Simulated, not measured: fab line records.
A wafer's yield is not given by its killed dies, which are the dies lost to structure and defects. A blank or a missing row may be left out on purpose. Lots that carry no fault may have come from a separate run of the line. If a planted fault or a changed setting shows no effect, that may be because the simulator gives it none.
Matching of chambers    flow nand harc    NHARC_A_STAIRCASE_DESCUM_219 on rie diel-09 has 4 sister chambers
The step chemistry O2, time 3 s. 4 wafers are shown with their chamber, then 7 later ones without.

## WAFERS, EACH WITH ITS CHAMBER
wafer   chamber  drypump motor current A (A)
L077.1  3        5.3
L078.4  2        6.2
L093.1  0        6.0
L093.3  1        5.9

## WAFERS MISSING THEIR CHAMBER
wafer   drypump motor current A (A)
L093.6  5.4
L095.2  6.2
L095.3  6.0
L095.5  6.0
L097.2  5.9
L097.4  6.0
L097.6  6.0

## WHICH CHAMBER EACH WENT THROUGH
wafer   from the rows above  in truth
L093.6  3                    3
L095.2  2                    2
L095.3  0                    0
L095.5  0                    0
L097.2  1                    1
L097.4  0                    0
L097.6  0                    0
7 of 7 placed correctly. Can't be placed from these rows: 0. Placed wrongly: 0.
How it was worked out, from the rows above alone: a wafer's distance from a chamber is the root of the sum, over the readings, of the square of ((its reading less the chamber's mean) divided by the reading's scatter). If the next closest chamber is less than 2 further off than the closest, the wafer can't be placed; otherwise it belongs to the closest. The mean given for a chamber averages the wafers shown for that chamber. The scatter: root of mean squared gap, hidden wafer to nearest shown wafer, with one shown wafer a chamber.
